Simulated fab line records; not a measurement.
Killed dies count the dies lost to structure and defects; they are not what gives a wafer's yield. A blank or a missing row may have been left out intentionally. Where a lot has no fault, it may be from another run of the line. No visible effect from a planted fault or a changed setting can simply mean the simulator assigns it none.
fab line records | flow n5-finfet
record lots=7 wafers=39
route steps=1938 shown WELL_APT@55 FIN_SAQP@116 FIN_CUT@173 SD_EPI_N@278 MOL_CONTACT_COAG@588
start-h: hours from the record's opening day to when the first of the lot's shown wafers began | wait-h: hours since the lot's step before | " identical to the entry in the row above | L1.1+2: one row covering several wafers at once | - either no value or no given start | * or withheld: withheld | < > ~ a bound
route shown NAME@n: names a module that has steps shown in the file, with the first one's number in the route | usual: mean/standard deviation of fault-free wafers | same: alike in all rows | chamber/n: place in a boat | sites: the reading at each site | _std_site: their standard deviation | _edge_site: mean of outer sites minus mean of inner sites | radius-mm: how far each site lies from the wafer's centre | mask NAME#n: copy n | behind: the most recent tool/chamber to have shaped the wafer | hold: what put the lot on hold/how long, in hours/how the hold closed | device: whichever transistor did not switch (one of n, p or np) | end of line: the tests these same wafers got at the end of their route | where a step has no rows: the recipe by itself | killed: at the first sort, the dies lost to defects and structure; wafer yield is something else | map: dies across one wafer; x = killed, . = not, _ = none there
set.NAME: setting as actually run; set.NAME@STEP: the setting as run at that earlier step | model.NAME: the simulator's own value behind a step, which no gauge read
lots whose settings were changed on purpose; a table a step, a row a wafer
## steps
# step N5_WELL_APT_EPI_41
# recipe material=Si target-thk-a=500 temp-c=650 precursor=SiH4/H2 pressure-torr=20 time-s=297.7
# columns lot.wafer tool chamber start-h wait-h set.time-s model.Si_of_WELL_APT_EPI_41.thk-nm
L076.1 epi-rpcvd-03 0 27.95 0.0 297.7 50.29
L076.2 " 0 " " 304.1 51.15
L076.3 " 0 " " 304.1 50.92
L076.4 " 0 " " 297.7 50.34
L076.5 " 0 " " 304.1 51.99
L076.6 " 0 " " 297.7 50.77
L078.1 epi-rpcvd-04 0 40.09 0.0 297.7 50.24
L078.3 " 0 " " 297.7 50.17
L078.6 " 0 " " 297.7 50.82
L082.1 epi-rpcvd-04 0 64.12 0.0 297.7 49.53
L082.2 " 0 " " 310.9 52.31
L082.3 " 0 " " 297.7 49.76
L082.4 " 0 " " 297.7 49.72
L082.5 " 0 " " 310.9 51.23
L082.6 " 0 " " 310.9 51.83
L090.1 epi-rpcvd-03 0 111.87 0.0 297.7 49.19
L090.2 " 0 " " 297.7 49.77
L090.3 " 0 " " 297.7 50.12
L090.4 " 0 " " 297.7 49.8
L090.5 " 0 " " 297.7 50.2
L090.6 " 0 " " 297.7 49.85
L093.1 epi-rpcvd-03 0 129.96 0.0 297.7 50.13
L093.2 " 0 " " 297.7 49.46
L093.3 " 0 " " 297.7 48.98
L093.4 " 0 " " 297.7 49.87
L093.5 " 0 " " 297.7 49.65
L093.6 " 0 " " 297.7 49.68
L095.1 epi-rpcvd-04 0 142.04 0.0 297.7 50.18
L095.2 " 0 " " 297.7 50
L095.3 " 0 " " 297.7 49.78
L095.4 " 0 " " 297.7 50.02
L095.5 " 0 " " 297.7 49.29
L095.6 " 0 " " 297.7 49.76
L097.1 epi-rpcvd-04 0 154.19 0.0 281.6 47.24
L097.2 " 0 " " 281.6 47.65
L097.3 " 0 " " 297.7 49.55
L097.4 " 0 " " 297.7 49.8
L097.5 " 0 " " 297.7 50.45
L097.6 " 0 " " 281.6 47.92
# step N5_FIN_SAQP_ETCH_52
# recipe chemistry=N2/H2 target=SOC target-depth-a=1000 overetch-a=200 mask-material=SiARC temp-c=40 time-s=150 ion-energy-ev=200 pressure-mtorr=30 source-w=840 bias-w=150 n2-flow-sccm=200 h2-flow-sccm=200 ends=end-point
# usual rf-vpp-V=524.3/1.8
# columns lot.wafer tool chamber start-h wait-h set.source-w rf-vpp-V model.SiARC_of_FIN_SAQP_COAT_50.thk-nm
L076.1 rie-diel-05 2 34.47 0.0 840 524.7 29.27
L076.2 " 0 " " 840 524.2 29.16
L076.3 " 3 " " 840 526.4 29.16
L076.4 " 1 " " 840 522.2 29.03
L076.5 " 2 " " 840 525.4 29.33
L076.6 " 1 " " 840 524.2 29.09
L078.1 rie-diel-05 1 46.18 0.0 840 524.8 28.96
L078.3 " 2 " " 840 524.9 29.35
L078.6 " 0 " " 840 525.6 29.16
L082.1 rie-diel-05 2 70.72 0.0 840 524.5 29.28
L082.2 " 0 " " 972.6 499.6 28.78
L082.3 " 1 " " 840 524.3 29.17
L082.4 " 0 " " 972.6 499.2 28.79
L082.5 " 2 " " 972.6 498.9 28.81
L082.6 " 1 " " 840 524.6 29.24
L090.1 rie-diel-05 1 119.15 0.0 840 524.1 29.1
L090.2 " 0 " " 888.1 514.0 29.06
L090.3 " 2 " " 840 523.2 29.16
L090.4 " 2 " " 888.1 512.8 29.07
L090.5 " 1 " " 840 524.6 29.05
L090.6 " 0 " " 888.1 513.9 28.99
L093.1 rie-diel-06 2 136.18 0.0 840 522.3 29.27
L093.2 " 1 " " 763.1 541.9 29.43
L093.3 " 3 " " 763.1 540.8 29.71
L093.4 " 0 " " 763.1 543.0 29.53
L093.5 " 1 " " 840 524.7 29.14
L093.6 " 2 " " 840 523.0 29.31
L095.1 rie-diel-06 1 147.38 0.0 840 526.2 29.08
L095.2 " 3 " " 840 522.4 29.27
L095.3 " 2 " " 687 557.5 29.74
L095.4 " 0 " " 840 523.9 29.04
L095.5 " 3 " " 687 559.6 29.78
L095.6 " 2 " " 687 560.8 29.72
L097.1 rie-diel-02 3 159.85 0.1 840 529.4 29.34
L097.2 " 2 " " 928.3 507.2 29.1
L097.3 " 3 " " 840 529.8 29.18
L097.4 " 2 " " 928.3 507.7 29.13
L097.5 " 3 " " 840 528.5 29.4
L097.6 " 2 " " 928.3 507.4 29.12
# step N5_FIN_CUT_CUT_ETCH_26
# recipe chemistry=CH3F/O2 target=SiNx target-depth-a=390 mask-material=SOC time-s=55.7 pressure-mtorr=30 source-w=395 bias-w=73 Ar_flow_sccm=150 CH3F_flow_sccm=30 O2_flow_sccm=20 ion-energy-ev=120
# columns lot.wafer tool chamber start-h wait-h set.target-depth-a model.etch.depth-nm model.SOC_of_FIN_CUT_COAT_18.thk-nm
L076.1 rie-diel-04 0 40.27 0.0 390 38.73 209.4
L076.2 " 3 " " 428 43.1 208.4
L076.3 " 2 " " 390 38.89 210.4
L076.4 " 1 " " 428 42.42 208.8
L076.5 " 1 " " 428 42.53 208.2
L076.6 " 2 " " 390 38.74 210.2
L078.1 rie-diel-01 0 51.57 0.0 390 37.74 212.4
L078.3 " 3 " " 390 40.32 211.2
L078.6 " 1 " " 390 39.12 211.8
L082.1 rie-diel-01 3 75.84 0.0 435.5 44.95 208
L082.2 " 2 " " 390 37.85 211.2
L082.3 " 0 " " 390 37.03 212.2
L082.4 " 1 " " 435.5 42.85 209.4
L082.5 " 2 " " 390 37.83 211
L082.6 " 1 " " 435.5 42.69 208.6
L090.1 rie-diel-04 0 125.36 0.0 425.4 42.54 210
L090.2 " 3 " " 390 39.73 211.2
L090.3 " 1 " " 425.4 42.79 210.2
L090.4 " 3 " " 390 39.71 211.6
L090.5 " 0 " " 390 39.36 211.4
L090.6 " 1 " " 425.4 42.94 209.4
L093.1 rie-diel-03 1 142.17 0.0 440.4 43.15 209.2
L093.2 " 0 " " 390 39.02 210.6
L093.3 " 2 " " 390 38.05 211.4
L093.4 " 3 " " 440.4 46.28 207
L093.5 " 3 " " 390 40.68 210.4
L093.6 " 0 " " 440.4 43.87 208.4
L095.1 rie-diel-03 0 153.25 0.0 390 38.77 211.6
L095.2 " 3 " " 390 40.74 210.6
L095.3 " 1 " " 390 37.79 211.8
L095.4 " 2 " " 390 38.16 211.8
L095.5 " 2 " " 390 38.24 211.8
L095.6 " 1 " " 390 38.15 211.6
L097.1 rie-diel-04 3 165.14 0.0 430.9 43.51 209.4
L097.2 " 0 " " 390 39.47 210.6
L097.3 " 1 " " 430.9 43.25 208.8
L097.4 " 2 " " 430.9 43.56 208.6
L097.5 " 3 " " 390 39.51 210.6
L097.6 " 0 " " 390 39.18 211.2
# step N5_FIN_CUT_CUT_ETCH_27
# recipe chemistry=CHF3/O2 target=SiO2 target-depth-a=40 mask-material=SOC overetch-a=20 time-s=4.9 pressure-mtorr=30 source-w=650 bias-w=170 Ar_flow_sccm=200 CHF3_flow_sccm=50 O2_flow_sccm=5 ion-energy-ev=200
# columns lot.wafer tool chamber start-h wait-h set.target-depth-a@FIN_CUT_CUT_ETCH_26 model.SOC_of_FIN_CUT_COAT_18.thk-nm
L076.1 rie-diel-04 0 40.32 0.0 390 205.4
L076.2 " 3 " " 428 204.6
L076.3 " 2 " " 390 206.6
L076.4 " 1 " " 428 204.8
L076.5 " 1 " " 428 204.2
L076.6 " 2 " " 390 206.4
L078.1 rie-diel-01 0 51.62 0.0 390 208.6
L078.3 " 3 " " 390 207.4
L078.6 " 1 " " 390 208
L082.1 rie-diel-01 3 75.88 0.0 435.5 204.2
L082.2 " 2 " " 390 207.6
L082.3 " 0 " " 390 208.4
L082.4 " 1 " " 435.5 205.6
L082.5 " 2 " " 390 207.4
L082.6 " 1 " " 435.5 205
L090.1+3 rie-diel-04 0,1 125.41 0.0 425.4 206.2
L090.2 " 3 " " 390 207.4
L090.4+5 " 3,0 " " 390 207.6
L090.6 " 1 " " 425.4 205.6
L093.1 rie-diel-03 1 142.21 0.0 440.4 205.4
L093.2 " 0 " " 390 206.8
L093.3 " 2 " " 390 207.6
L093.4 " 3 " " 440.4 203
L093.5 " 3 " " 390 206.4
L093.6 " 0 " " 440.4 204.6
L095.1+6 rie-diel-03 0,1 153.30 0.0 390 207.8
L095.2 " 3 " " 390 206.6
L095.3 " 1 " " 390 208.2
L095.4+5 " 2 " " 390 208
L097.1 rie-diel-04 3 165.18 0.0 430.9 205.6
L097.2+5 " 0,3 " " 390 206.8
L097.3+4 " 1,2 " " 430.9 204.8
L097.6 " 0 " " 390 207.4
# step N5_SD_EPI_N_ETCH_45
# recipe chemistry=CH3F/O2 target=SiOCN target-depth-a=60 mask-material=SOC ion-energy-ev=60 bias-w=29 pressure-mtorr=15 source-w=410 Ar_flow_sccm=150 CH3F_flow_sccm=30 O2_flow_sccm=20
# columns lot.wafer tool chamber start-h wait-h set.target-depth-a model.etch.depth-nm
L076.1 rie-diel-05 2 61.78 0.1 60 5.797
L076.2 " 1 " " 60 6
L076.3 " 0 " " 64.78 6.44
L076.4 " 1 " " 64.78 6.458
L076.5 " 0 " " 64.78 6.393
L076.6 " 2 " " 60 5.79
L078.1 rie-diel-02 0 72.84 0.1 60 5.88
L078.3 " 3 " " 60 5.845
L078.6 " 1 " " 60 5.843
L082.1 rie-diel-05 3 101.00 0.1 60 6.134
L082.2 " 2 " " 60 5.891
L082.3 " 1 " " 55.26 5.492
L082.4 " 0 " " 55.26 5.439
L082.5 " 2 " " 55.26 5.415
L082.6 " 3 " " 60 6.138
L090.1 rie-diel-02 2 148.18 0.1 60 6.005
L090.2 " 0 " " 53.71 5.249
L090.3 " 1 " " 53.71 5.254
L090.4 " 1 " " 60 5.878
L090.5 " 2 " " 53.71 5.4
L090.6 " 0 " " 60 5.95
L093.1 rie-diel-05 0 164.94 0.1 60 5.981
L093.2 " 3 " " 60 6.244
L093.3 " 1 " " 60 6.004
L093.4 " 2 " " 60 5.867
L093.5 " 1 " " 60 6.019
L093.6 " 2 " " 60 5.851
L095.1 rie-diel-06 0 174.11 0.1 60 6.119
L095.2 " 2 " " 53.79 5.374
L095.3 " 1 " " 53.79 5.426
L095.4 " 3 " " 53.79 5.329
L095.5 " 3 " " 60 5.952
L095.6 " 0 " " 60 6.069
L097.1 rie-diel-06 2 191.97 0.1 60 5.944
L097.2 " 1 " " 57.51 5.805
L097.3 " 3 " " 57.51 5.689
L097.4 " 0 " " 57.51 5.876
L097.5 " 2 " " 60 5.964
L097.6 " 1 " " 60 6.05
# step N5_MOL_CONTACT_COAG_ETCH_47
# recipe chemistry=CH3F/O2 target=SiNx target-depth-a=270 mask-material=SiO2 stop-on=W over-etch-frac=0.2 ion-energy-ev=120 endpoint=OES-CN pressure-mtorr=30 source-w=395 bias-w=73 Ar_flow_sccm=150 CH3F_flow_sccm=30 O2_flow_sccm=20 ends=end-point
# columns lot.wafer tool chamber start-h wait-h set.over-etch-frac model.etch.over-etch-s
L076.1 rie-diel-02 1 110.87 0.0 0.2 5.351
L076.2 " 0 " " 0.1853 4.88
L076.3 " 3 " " 0.2 5.389
L076.4 " 1 " " 0.1853 4.959
L076.5 " 3 " " 0.1853 4.91
L076.6 " 0 " " 0.2 5.239
L078.1 rie-diel-02 0 123.15 0.0 0.2 5.237
L078.3 " 1 " " 0.2 5.314
L078.6 " 1 " " 0.2 5.283
L082.1 rie-diel-06 1 153.17 0.0 0.2064 5.304
L082.2 " 3 " " 0.2 5.207
L082.3 " 0 " " 0.2064 5.271
L082.4 " 2 " " 0.2 5.144
L082.5 " 1 " " 0.2 5.156
L082.6 " 2 " " 0.2064 5.383
L090.1 rie-diel-06 0 200.25 0.0 0.2 5.059
L090.2 " 1 " " 0.2 5.081
L090.3 " 2 " " 0.1861 4.879
L090.4 " 3 " " 0.2 5.205
L090.5 " 0 " " 0.1861 4.722
L090.6 " 1 " " 0.1861 4.78
L093.1 rie-diel-06 2 215.18 0.0 0.1926 4.988
L093.2 " 0 " " 0.1926 4.912
L093.3 " 1 " " 0.1926 4.979
L093.4 " 3 " " 0.2 5.221
L093.5 " 2 " " 0.2 5.238
L093.6 " 3 " " 0.2 5.233
L095.1 rie-diel-02 2 221.89 0.0 0.2092 5.389
L095.2 " 0 " " 0.2 5.231
L095.3 " 1 " " 0.2092 5.548
L095.4 " 3 " " 0.2 4.971
L095.5 " 0 " " 0.2092 5.524
L095.6 " 1 " " 0.2 5.238
L097.1 rie-diel-06 2 242.42 0.0 0.1895 4.938
L097.2 " 3 " " 0.2 5.224
L097.3 " 1 " " 0.1895 4.879
L097.4 " 0 " " 0.2 5.176
L097.5 " 1 " " 0.1895 4.912
L097.6 " 2 " " 0.2 5.223
## key
split step=N5_WELL_APT_EPI_41 setting=time-s stated=297.7 by=wafer
response step=N5_WELL_APT_EPI_41 reading=model.Si_of_WELL_APT_EPI_41.thk-nm change=+0.446 per=1% r=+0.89
split step=N5_FIN_SAQP_ETCH_52 setting=source-w stated=840 by=wafer
response step=N5_FIN_SAQP_ETCH_52 reading=rf-vpp-V change=-1.85 per=1% r=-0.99
response step=N5_FIN_SAQP_ETCH_52 reading=model.SiARC_of_FIN_SAQP_COAT_50.thk-nm change=-0.0289 per=1% r=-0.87
split step=N5_FIN_CUT_CUT_ETCH_26 setting=target-depth-a stated=390 by=wafer
response step=N5_FIN_CUT_CUT_ETCH_26 reading=model.etch.depth-nm change=+0.415 per=1% r=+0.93
response step=N5_FIN_CUT_CUT_ETCH_26 reading=model.SOC_of_FIN_CUT_COAT_18.thk-nm change=-0.194 per=1% r=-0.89
response step=N5_FIN_CUT_CUT_ETCH_27 reading=model.SOC_of_FIN_CUT_COAT_18.thk-nm change=-0.198 per=1% r=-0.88
split step=N5_SD_EPI_N_ETCH_45 setting=target-depth-a stated=60 by=wafer
response step=N5_SD_EPI_N_ETCH_45 reading=model.etch.depth-nm change=+0.0661 per=1% r=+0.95
split step=N5_MOL_CONTACT_COAG_ETCH_47 setting=over-etch-frac stated=0.2 by=wafer
response step=N5_MOL_CONTACT_COAG_ETCH_47 reading=model.etch.over-etch-s change=+0.0564 per=1% r=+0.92
